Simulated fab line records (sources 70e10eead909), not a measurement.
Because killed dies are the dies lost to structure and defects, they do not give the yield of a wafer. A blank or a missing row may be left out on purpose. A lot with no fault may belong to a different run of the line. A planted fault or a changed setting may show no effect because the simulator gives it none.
fab line records ; flow nand-harc ; part 1 of 2: steps 1 to 4 of 6
record lots=18; wafers=54; last-day=24
route steps=1159 shown A_STAIRCASE@616
lots that met no fault: taken from a fault-free run of the same line
start-h: the number of hours between the record's first day and the start of the first shown wafer of the lot ; wait-h: hours since the lot's step before ; " repeats the value in the row above ; L1.1+2: a single row standing in for several wafers ; - no value present, or no start provided ; * or withheld: withheld ; < > ~ a bound
route shown NAME@n: NAME is a module with steps in the file, n the number in the route of the first one ; usual: average and standard deviation across the fault-free wafers ; same: alike in all rows ; chamber/n: place in a boat ; sites: readings site by site ; _std_site: standard deviation of those values ; _edge_site: mean of outer sites minus mean of inner sites ; radius-mm: for every site, how far away it sits from the centre of the wafer ; mask NAME#n: copy n ; behind: the last tool/chamber to shape the wafer ; hold: why the lot was held/for how many hours/how that ended ; device: the n, p or np transistor that did not switch ; end of line: tests of these same wafers at the route's end ; a step given without rows: its recipe and nothing more ; killed: count of dies lost to structure and defects at first sort (not the wafer's yield) ; map: per-die view of a wafer (x killed, . not killed, _ where there is no die)
set.NAME: setting as actually run; set.NAME@STEP: the setting as run at that earlier step ; model.NAME: the simulator's own value behind a step, which no gauge read
route steps across a sampled set of lots; one table per step, one row per wafer
services: a tool's chamber out of use, with start hour (start-h, from the record's first day; less than 0 if before it), hours out, and reason
## steps
# step NHARC_A_STAIRCASE_TRIM_222
# recipe time-s=211.2; o2-flow-sccm=500; ar-flow-sccm=0; bias-w=0; chemistry=O2
# usual drypump-motor-current-A=5.6/0.46; oes-product-au=0.998/0.014; rf-vpp-V=57.8/0.84; showerhead-plenum-p-Torr=3.51/0.17; throttle-valve-pct=17.036/0.0085
# same bias-w=0
lot.wafer;tool;chamber;start-h;wait-h;drypump-motor-current-A;oes-product-au;rf-hours-counter-h;rf-vpp-V;showerhead-plenum-p-Torr;throttle-valve-pct
L075.4;rie-diel-02;3;-;-;5.2;1.004;27;58.0;3.34;17.031
L075.3;rie-diel-02;0;-;-;6.2;0.990;31;56.3;3.31;17.051
L075.1;rie-diel-02;2;-;-;5.8;0.974;28;56.7;3.28;17.028
L074.1;rie-diel-01;0;-;-;5.8;1.001;30;59.2;3.63;17.027
L074.6;rie-diel-01;2;-;-;6.2;1.009;-;58.8;3.60;17.043
L074.5;rie-diel-01;3;-;-;5.0;0.985;-;57.4;3.35;17.032
L077.1;rie-diel-01;2;-;-;6.2;1.015;40;57.9;3.60;17.017
L077.6;rie-diel-01;0;-;-;5.8;1.010;-;58.5;3.63;17.040
L077.5;rie-diel-01;1;-;-;5.3;1.025;-;58.2;3.79;17.035
L078.4;rie-diel-04;2;-;-;5.4;1.024;59;59.0;3.47;17.041
L078.3;rie-diel-04;3;-;-;5.6;0.980;60;58.1;3.57;17.038
L078.6;rie-diel-04;1;-;-;5.9;0.995;-;58.3;3.57;17.049
L080.2;rie-diel-04;3;-;-;5.6;0.984;67;59.1;3.56;17.045
L080.5;rie-diel-04;1;-;-;5.9;0.994;-;58.7;3.57;17.029
L080.6;rie-diel-04;2;-;-;5.4;1.022;-;57.2;3.47;17.019
L081.3;rie-diel-04;1;-;-;6.0;0.997;1;57.5;3.57;17.040
L081.4;rie-diel-04;1;-;-;6.0;1.000;-;59.1;3.57;17.026
L081.5;rie-diel-04;2;-;-;5.4;0.999;-;59.3;3.47;17.032
L083.3;rie-diel-01;3;299.63;-;5.0;0.997;54;57.5;3.34;17.041
L083.2;rie-diel-01;2;299.63;-;6.1;1.014;55;58.8;3.59;17.045
L083.6;rie-diel-01;0;299.63;-;5.8;0.999;-;57.8;3.62;17.037
L084.3;rie-diel-02;0;-;-;6.2;0.982;57;57.1;3.29;17.032
L084.4;rie-diel-02;2;-;-;5.8;0.976;53;57.2;3.26;17.054
L084.6;rie-diel-02;0;-;-;6.2;0.988;-;56.0;3.29;17.031
L085.3;rie-diel-02;2;-;-;5.9;0.974;59;57.6;3.26;17.050
L085.6;rie-diel-02;0;-;-;6.2;0.980;-;56.3;3.29;17.028
L085.5;rie-diel-02;1;-;-;6.3;0.973;-;57.1;3.37;17.047
L086.3;rie-diel-02;2;-;-;5.8;0.972;60;58.1;3.26;17.034
L086.1;rie-diel-02;1;-;-;6.3;0.968;64;57.9;3.37;17.037
L086.6;rie-diel-02;2;-;-;5.8;0.961;-;57.9;3.26;17.026
L087.3;rie-diel-04;3;-;-;5.6;0.984;8;59.1;3.56;17.051
L087.5;rie-diel-04;1;-;-;6.0;1.007;-;58.1;3.56;17.026
L087.6;rie-diel-04;2;-;-;5.4;0.999;-;57.7;3.46;17.041
L089.4;rie-diel-01;3;-;-;5.0;0.983;5;57.2;3.33;17.054
L089.1;rie-diel-01;1;-;-;5.3;1.008;4;58.7;3.77;17.024
L089.5;rie-diel-01;3;-;-;5.0;0.988;-;55.5;3.33;17.038
L090.2;rie-diel-04;0;-;-;5.0;0.994;19;56.8;3.69;17.039
L090.4;rie-diel-04;2;-;-;5.4;1.001;19;57.1;3.46;17.023
L090.6;rie-diel-04;3;-;-;5.6;0.974;-;59.7;3.55;17.026
L092.2;rie-diel-01;0;-;-;5.8;0.989;15;58.1;3.61;17.043
L092.3;rie-diel-01;2;-;-;6.1;1.010;10;57.1;3.58;17.027
L092.5;rie-diel-01;3;-;-;5.0;1.000;-;57.0;3.33;17.035
L094.5;rie-diel-02;1;-;-;6.3;0.998;-;58.8;3.36;17.031
L094.4;rie-diel-02;2;-;-;5.9;0.995;-;57.8;3.80;17.038
L094.6;rie-diel-02;0;-;-;6.2;0.995;-;56.6;3.28;17.036
L095.3;rie-diel-01;3;-;-;5.0;1.001;20;57.9;3.33;17.026
L095.2;rie-diel-01;0;-;-;5.8;0.995;18;57.5;3.60;17.039
L095.6;rie-diel-01;1;-;-;5.3;1.005;-;58.4;3.76;17.028
L096.2;rie-diel-04;2;-;-;5.4;1.000;34;57.9;3.45;17.021
L096.6;rie-diel-04;2;-;-;5.4;0.999;-;56.6;3.45;17.029
L096.5;rie-diel-04;3;-;-;5.6;0.991;-;57.9;3.55;17.041
L097.3;rie-diel-01;2;-;-;6.2;1.003;19;58.5;3.57;17.023
L097.4;rie-diel-01;1;-;-;5.3;1.001;22;58.0;3.76;17.044
L097.5;rie-diel-01;3;-;-;5.0;1.007;-;57.1;3.32;17.043
# step NHARC_A_STAIRCASE_TRIM_231
# recipe time-s=211.2; o2-flow-sccm=500; ar-flow-sccm=0; bias-w=0; chemistry=O2
# usual drypump-motor-current-A=5.6/0.44; oes-product-au=1.000/0.014; rf-vpp-V=57.8/0.84; showerhead-plenum-p-Torr=3.53/0.16; throttle-valve-pct=17.037/0.0095
# same bias-w=0
lot.wafer;tool;chamber;start-h;wait-h;drypump-motor-current-A;oes-product-au;rf-hours-counter-h;rf-vpp-V;showerhead-plenum-p-Torr;throttle-valve-pct
L075.1;rie-diel-01;1;-;-;5.3;1.024;31;58.7;3.79;17.057
L075.3;rie-diel-01;3;-;-;5.0;0.985;31;57.8;3.35;17.034
L075.4;rie-diel-01;0;-;-;5.8;1.004;29;58.1;3.63;17.047
L074.1;rie-diel-01;3;-;-;5.0;0.988;33;57.3;3.35;17.043
L074.5;rie-diel-01;1;-;-;5.3;1.017;-;59.2;3.79;17.028
L074.6;rie-diel-01;2;-;-;6.2;0.995;-;57.1;3.60;17.049
L077.1;rie-diel-02;0;-;-;6.2;0.990;40;58.7;3.30;17.037
L077.6;rie-diel-02;0;-;-;6.2;0.984;-;57.1;3.30;17.036
L077.5;rie-diel-02;1;-;-;6.3;0.994;-;56.5;3.38;17.028
L078.4;rie-diel-04;2;-;-;5.4;1.026;59;58.0;3.47;17.050
L078.3;rie-diel-04;1;-;-;6.0;1.005;56;57.4;3.58;17.032
L078.6;rie-diel-04;2;-;-;5.4;1.017;-;57.3;3.47;17.052
L080.2;rie-diel-04;0;-;-;5.0;1.023;63;57.6;3.70;17.036
L080.6;rie-diel-04;1;-;-;6.0;1.009;-;56.9;3.57;17.035
L080.5;rie-diel-04;2;-;-;5.4;1.020;-;58.0;3.47;17.046
L081.3;rie-diel-04;3;-;-;5.6;0.986;0;57.0;3.56;17.042
L081.4;rie-diel-04;1;-;-;6.0;0.995;1;57.6;3.57;17.031
L081.5;rie-diel-04;3;-;-;5.6;0.969;-;56.9;3.56;17.044
L083.2;rie-diel-01;3;-;-;5.0;0.996;55;57.6;3.34;17.018
L083.3;rie-diel-01;1;-;-;5.3;1.017;56;58.9;3.78;17.022
L083.6;rie-diel-01;2;-;-;6.1;1.014;-;58.3;3.59;17.046
L084.4;rie-diel-02;0;-;-;6.3;0.992;57;57.1;3.29;17.026
L084.3;rie-diel-02;1;-;-;6.3;0.981;57;58.1;3.37;17.036
L084.6;rie-diel-02;0;-;-;6.3;0.985;-;58.5;3.29;17.040
L085.3;rie-diel-04;3;-;-;5.6;0.975;7;58.0;3.56;17.055
L085.5;rie-diel-04;2;-;-;5.4;1.002;-;57.5;3.46;17.023
L085.6;rie-diel-04;3;-;-;5.6;0.979;-;58.5;3.56;17.043
L086.3;rie-diel-04;2;-;-;5.4;1.015;10;57.6;3.46;17.044
L086.1;rie-diel-04;0;-;-;5.0;0.999;9;58.3;3.69;17.033
L086.6;rie-diel-04;2;-;-;5.4;1.013;-;58.9;3.46;17.040
L087.3;rie-diel-04;3;-;-;5.6;0.976;9;58.1;3.56;17.024
L087.5;rie-diel-04;1;-;-;6.0;1.013;-;57.6;3.57;17.038
L087.6;rie-diel-04;2;-;-;5.4;1.012;-;58.0;3.46;17.041
L089.1;rie-diel-01;0;-;-;5.8;0.988;5;57.9;3.61;17.031
L089.4;rie-diel-01;2;-;-;6.1;1.001;1;56.8;3.58;17.049
L089.5;rie-diel-01;0;-;-;5.8;0.988;-;57.4;3.61;17.042
L090.4;rie-diel-02;3;-;-;5.2;1.034;2;57.5;3.32;17.035
L090.2;rie-diel-02;1;-;-;6.3;1.010;3;58.0;3.37;17.034
L090.6;rie-diel-02;2;-;-;5.9;0.999;-;58.7;3.81;17.032
L092.2;rie-diel-01;0;-;-;5.8;1.000;15;58.9;3.61;17.042
L092.3;rie-diel-01;1;-;-;5.3;0.990;14;57.2;3.77;17.034
L092.5;rie-diel-01;3;-;-;5.0;0.998;-;57.4;3.33;17.040
L094.5;rie-diel-02;0;-;-;6.2;0.999;-;57.8;3.28;17.036
L094.4;rie-diel-02;1;-;-;6.3;0.997;-;56.4;3.36;17.052
L094.6;rie-diel-02;2;-;-;5.9;0.984;-;58.9;3.80;17.038
L095.2;rie-diel-01;1;-;-;5.3;1.000;17;59.1;3.76;17.029
L095.3;rie-diel-01;3;-;-;5.0;0.998;20;56.0;3.33;17.020
L095.6;rie-diel-01;1;-;-;5.3;0.999;-;60.0;3.76;17.029
L096.2;rie-diel-02;1;-;-;6.4;0.998;15;57.9;3.36;17.033
L096.6;rie-diel-02;2;-;-;5.9;0.990;-;58.2;3.80;17.035
L096.5;rie-diel-02;3;-;-;5.2;1.017;-;57.1;3.32;17.054
L097.4;rie-diel-04;0;-;-;5.0;1.007;35;58.1;3.68;17.031
L097.3;rie-diel-04;2;-;-;5.4;1.007;37;56.9;3.45;17.028
L097.5;rie-diel-04;1;-;-;5.9;1.021;-;57.5;3.55;17.030
# step NHARC_A_STAIRCASE_HM_OPEN_460
# recipe o2-flow-sccm=400; cos-flow-sccm=20; ar-flow-sccm=0; rf-w=500; bias-w=300; chemistry=O2/COS
# usual bias-w=300.0/0.9; drypump-motor-current-A=5.6/0.44; oes-product-au=0.998/0.013; rf-fwd-power-W=498.6/1.5; rf-vpp-V=467/3.2; showerhead-plenum-p-Torr=3.12/0.15; throttle-valve-pct=28.329/0.009
lot.wafer;tool;chamber;start-h;wait-h;bias-w;drypump-motor-current-A;oes-product-au;rf-fwd-power-W;rf-hours-counter-h;rf-vpp-V;showerhead-plenum-p-Torr;throttle-valve-pct
L075.1;rie-diel-01;3;-;-;299.9;5.0;0.988;500.6;33;464;2.96;28.338
L075.4;rie-diel-01;0;-;-;301.7;5.8;0.985;500.1;31;470;3.21;28.328
L075.3;rie-diel-01;1;-;-;299.7;5.3;1.008;499.4;33;471;3.36;28.323
L074.1;rie-diel-04;3;-;-;300.0;5.6;0.968;498.5;56;468;3.16;28.342
L074.6;rie-diel-04;3;-;-;299.3;5.6;0.978;497.4;-;470;3.16;28.329
L074.5;rie-diel-04;0;-;-;299.0;5.0;1.008;501.1;-;470;3.28;28.330
L077.1;rie-diel-01;1;-;-;299.3;5.3;1.011;497.2;39;472;3.35;28.332
L077.5;rie-diel-01;3;-;-;299.4;5.0;0.993;496.5;-;462;2.96;28.320
L077.6;rie-diel-01;0;-;-;301.1;5.8;0.992;499.4;-;469;3.21;28.337
L078.4;rie-diel-01;3;-;-;301.1;5.0;1.000;496.8;45;464;2.96;28.328
L078.3;rie-diel-01;1;-;-;300.3;5.3;1.019;497.5;46;472;3.35;28.328
L078.6;rie-diel-01;3;-;-;300.5;5.0;0.996;496.4;-;462;2.96;28.331
L080.2;rie-diel-02;1;-;-;300.1;6.3;0.990;500.1;48;464;2.99;28.328
L080.5;rie-diel-02;3;-;-;300.2;5.2;1.008;497.3;-;462;2.95;28.328
L080.6;rie-diel-02;0;-;-;301.3;6.2;0.993;497.0;-;462;2.92;28.334
L081.3;rie-diel-04;2;-;-;300.1;5.4;1.013;497.6;3;465;3.07;28.335
L081.4;rie-diel-04;0;-;-;299.1;5.0;0.993;501.3;2;470;3.27;28.352
L081.5;rie-diel-04;2;-;-;301.6;5.4;1.010;494.8;-;465;3.07;28.318
L083.2;rie-diel-01;3;-;-;300.2;5.0;0.996;497.5;57;464;2.95;28.327
L083.3;rie-diel-01;0;-;-;300.3;5.8;0.991;498.6;55;469;3.20;28.319
L083.6;rie-diel-01;1;-;-;300.0;5.3;1.017;495.3;-;472;3.34;28.313
L084.3;rie-diel-04;1;-;-;300.4;6.0;1.010;499.9;5;467;3.16;28.329
L084.4;rie-diel-04;2;-;-;301.0;5.4;1.014;496.1;5;468;3.06;28.320
L084.6;rie-diel-04;0;-;-;299.1;5.0;0.991;501.3;-;471;3.27;28.316
L085.3;rie-diel-04;0;-;-;300.5;5.0;0.998;497.3;13;470;3.27;28.327
L085.6;rie-diel-04;0;-;-;298.6;5.0;0.996;498.6;-;471;3.27;28.332
L085.5;rie-diel-04;1;-;-;300.8;6.0;0.994;498.8;-;469;3.15;28.351
L086.1;rie-diel-01;0;-;-;298.9;5.8;0.983;500.6;3;469;3.20;28.328
L086.3;rie-diel-01;1;-;-;299.7;5.3;1.005;498.9;3;471;3.34;28.327
L086.6;rie-diel-01;3;-;-;300.5;5.0;0.991;497.3;-;464;2.95;28.327
L087.3;rie-diel-01;3;-;-;300.5;5.0;0.987;497.8;6;462;2.95;28.333
L087.6;rie-diel-01;1;-;-;299.6;5.3;0.983;497.5;-;472;3.34;28.325
L087.5;rie-diel-01;2;-;-;300.2;6.2;1.005;497.4;-;467;3.17;28.337
L089.1;rie-diel-04;2;-;-;300.1;5.4;1.004;499.5;20;467;3.06;28.312
L089.4;rie-diel-04;1;-;-;300.2;5.9;1.020;497.4;21;467;3.15;28.330
L089.5;rie-diel-04;2;-;-;298.8;5.4;1.014;499.0;-;465;3.06;28.326
L090.4;rie-diel-02;3;-;-;300.9;5.2;1.022;497.9;4;464;2.94;28.303
L090.2;rie-diel-02;0;-;-;300.2;6.2;0.997;496.5;5;462;2.91;28.316
L090.6;rie-diel-02;3;-;-;300.3;5.2;1.033;498.9;-;465;2.94;28.328
L092.2;rie-diel-04;2;-;-;297.7;5.4;1.000;499.6;29;466;3.05;28.336
L092.3;rie-diel-04;3;-;-;298.9;5.6;0.983;498.3;27;468;3.14;28.327
L092.5;rie-diel-04;1;-;-;301.5;6.0;1.007;498.7;-;469;3.15;28.343
L094.4;rie-diel-01;0;-;-;298.6;5.8;0.996;496.9;22;468;3.19;28.329
L094.6;rie-diel-01;2;-;-;298.8;6.1;1.012;497.8;-;468;3.16;28.321
L094.5;rie-diel-01;3;-;-;299.6;5.0;0.995;498.9;-;463;2.94;28.330
L095.3;rie-diel-02;2;-;-;299.5;5.9;1.000;498.0;16;473;3.36;28.331
L095.2;rie-diel-02;3;-;-;301.4;5.2;1.031;500.7;11;464;2.93;28.323
L095.6;rie-diel-02;0;-;-;299.2;6.2;1.002;500.4;-;463;2.90;28.332
L096.2;rie-diel-01;1;-;-;299.7;5.3;1.004;498.7;23;471;3.33;28.318
L096.5;rie-diel-01;1;-;-;299.8;5.3;1.009;500.7;-;472;3.33;28.334
L096.6;rie-diel-01;2;-;-;300.9;6.1;1.012;498.7;-;467;3.16;28.342
L097.4;rie-diel-02;2;-;-;299.4;5.8;0.989;501.2;18;473;3.36;28.325
L097.3;rie-diel-02;0;-;-;300.0;6.2;0.999;498.5;20;463;2.90;28.323
L097.5;rie-diel-02;1;-;-;299.4;6.3;0.991;498.5;-;463;2.97;28.331
# step NHARC_A_STAIRCASE_ETCH_452
# recipe target-depth-a=300; overetch-a=30; time-s=16.5; ion-energy-ev=100; cf4-flow-sccm=80; o2-flow-sccm=20; ar-flow-sccm=0; rf-w=300; bias-w=100; chemistry=CF4/O2
# usual bias-w=100.02/0.3; drypump-motor-current-A=5.6/0.45; oes_o_777_au=1.000/0.0049; oes-product-au=1.000/0.014; rf-fwd-power-W=293.4/1.4; rf-vpp-V=197.7/1.5; showerhead-plenum-p-Torr=1.33/0.065; throttle-valve-pct=13.398/0.0091
lot.wafer;tool;chamber;start-h;wait-h;bias-w;drypump-motor-current-A;oes_o_777_au;oes-product-au;rf-fwd-power-W;rf-hours-counter-h;rf-vpp-V;showerhead-plenum-p-Torr;throttle-valve-pct
L075.3;rie-diel-01;2;-;-;99.84;6.2;1.000;1.001;295.8;36;198.3;1.36;13.402
L075.1;rie-diel-01;0;-;-;99.85;5.8;0.996;0.990;292.7;31;199.2;1.37;13.404
L075.4;rie-diel-01;1;-;-;100.10;5.3;0.997;1.018;293.4;33;199.0;1.44;13.400
L074.1;rie-diel-04;1;-;-;99.63;5.9;0.989;1.002;292.4;51;198.5;1.35;13.397
L074.6;rie-diel-04;2;-;-;100.18;5.4;1.000;1.014;291.1;-;197.7;1.31;13.397
L074.5;rie-diel-04;3;-;-;99.97;5.6;1.006;0.976;293.7;-;196.9;1.35;13.398
L077.1;rie-diel-01;3;-;-;100.50;5.0;1.000;1.005;293.4;43;197.1;1.26;13.408
L077.6;rie-diel-01;3;-;-;100.32;5.0;0.996;0.994;292.9;-;196.1;1.26;13.395
L077.5;rie-diel-01;1;-;-;100.17;5.3;1.001;1.023;292.9;-;198.3;1.44;13.399
L078.3;rie-diel-01;2;-;-;100.09;6.1;1.001;1.013;294.9;46;197.5;1.36;13.389
L078.4;rie-diel-01;0;-;-;99.84;5.8;1.000;1.008;292.8;44;198.9;1.37;13.409
L078.6;rie-diel-01;1;-;-;100.18;5.3;0.999;1.022;291.8;-;200.1;1.44;13.400
L080.2;rie-diel-02;1;-;-;100.14;6.2;1.002;0.990;296.2;49;195.3;1.27;13.395
L080.5;rie-diel-02;1;-;-;100.27;6.3;0.995;0.986;295.6;-;197.3;1.27;13.392
L080.6;rie-diel-02;2;-;-;100.10;5.8;0.994;0.980;296.2;-;195.3;1.23;13.396
L081.3;rie-diel-04;0;-;-;99.91;5.0;0.997;0.992;294.4;2;199.2;1.40;13.385
L081.4;rie-diel-04;1;-;-;99.36;5.9;1.008;0.997;292.3;2;198.4;1.35;13.398
L081.5;rie-diel-04;1;-;-;100.24;5.9;0.997;0.995;293.0;-;199.5;1.35;13.411
L083.2;rie-diel-01;3;-;-;99.35;5.0;1.003;0.986;292.1;57;196.9;1.26;13.390
L083.3;rie-diel-01;0;-;-;99.93;5.8;0.998;0.991;290.5;55;198.9;1.37;13.405
L083.6;rie-diel-01;1;-;-;99.90;5.3;0.999;1.012;293.0;-;200.3;1.43;13.388
L084.4;rie-diel-04;3;-;-;100.01;5.6;1.000;0.983;293.6;5;198.3;1.35;13.384
L084.3;rie-diel-04;0;-;-;99.65;5.0;1.002;0.999;293.1;7;198.4;1.40;13.396
L084.6;rie-diel-04;2;-;-;100.16;5.4;1.000;1.019;292.0;-;198.4;1.31;13.400
L085.3;rie-diel-04;0;-;-;100.23;5.0;0.995;0.990;291.9;13;198.8;1.40;13.383
L085.6;rie-diel-04;0;-;-;100.57;5.0;1.010;0.996;292.0;-;200.1;1.40;13.420
L085.5;rie-diel-04;1;-;-;100.58;6.0;0.997;1.012;292.1;-;196.8;1.35;13.384
L086.3;rie-diel-01;0;-;-;99.84;5.8;1.003;0.990;291.7;4;198.8;1.37;13.391
L086.1;rie-diel-01;1;-;-;100.21;5.3;1.001;1.000;293.6;4;199.4;1.43;13.380
L086.6;rie-diel-01;3;-;-;99.98;5.0;1.004;0.994;292.1;-;196.2;1.26;13.385
L087.3;rie-diel-01;0;-;-;100.10;5.8;1.000;0.986;292.8;6;198.1;1.37;13.385
L087.5;rie-diel-01;3;-;-;99.81;5.0;0.999;0.988;293.5;-;196.3;1.26;13.398
L087.6;rie-diel-01;0;-;-;100.27;5.8;0.998;0.976;293.6;-;198.8;1.37;13.398
L089.4;rie-diel-04;0;-;-;99.84;5.0;0.999;0.993;291.9;20;198.5;1.40;13.388
L089.1;rie-diel-04;2;-;-;99.83;5.4;0.992;0.997;291.8;20;197.6;1.31;13.407
L089.5;rie-diel-04;1;-;-;99.76;5.9;1.007;1.016;293.3;-;197.9;1.35;13.392
L090.2;rie-diel-02;0;-;-;99.98;6.2;1.005;1.006;296.1;5;194.8;1.24;13.398
L090.4;rie-diel-02;1;-;-;100.02;6.3;0.991;1.001;296.8;5;197.4;1.27;13.381
L090.6;rie-diel-02;0;-;-;100.23;6.2;1.002;1.007;296.6;-;194.7;1.24;13.389
L092.3;rie-diel-04;0;-;-;100.04;5.0;1.001;1.004;294.0;29;199.7;1.40;13.400
L092.2;rie-diel-04;3;-;-;99.96;5.5;0.990;0.975;293.4;27;198.8;1.34;13.408
L092.5;rie-diel-04;1;-;-;100.32;5.9;1.010;1.019;292.6;-;198.3;1.35;13.414
L094.4;rie-diel-01;3;-;-;99.99;5.0;1.003;0.992;293.4;23;197.6;1.25;13.395
L094.6;rie-diel-01;2;-;-;99.96;6.2;1.000;1.008;293.7;-;196.8;1.35;13.410
L094.5;rie-diel-01;3;-;-;100.05;5.0;1.001;0.990;293.2;-;196.9;1.25;13.401
L095.3;rie-diel-02;2;-;-;99.87;5.8;1.004;0.997;296.9;16;200.7;1.44;13.383
L095.2;rie-diel-02;3;-;-;99.79;5.2;1.003;1.016;293.9;11;196.3;1.25;13.380
L095.6;rie-diel-02;1;-;-;100.32;6.3;1.003;0.999;293.3;-;194.8;1.27;13.387
L096.2;rie-diel-01;2;-;-;99.99;6.1;1.001;1.025;295.0;20;197.5;1.35;13.410
L096.6;rie-diel-01;1;-;-;99.98;5.3;1.009;1.011;291.8;-;197.9;1.43;13.388
L096.5;rie-diel-01;2;-;-;99.87;6.1;1.002;1.014;294.4;-;199.3;1.35;13.403
L097.3;rie-diel-02;2;-;-;100.05;5.9;1.001;0.993;295.8;18;199.1;1.44;13.405
L097.4;rie-diel-02;1;-;-;100.24;6.3;0.997;1.002;295.3;20;196.0;1.27;13.399
L097.5;rie-diel-02;3;-;-;99.83;5.2;1.006;1.034;292.8;-;195.3;1.25;13.400
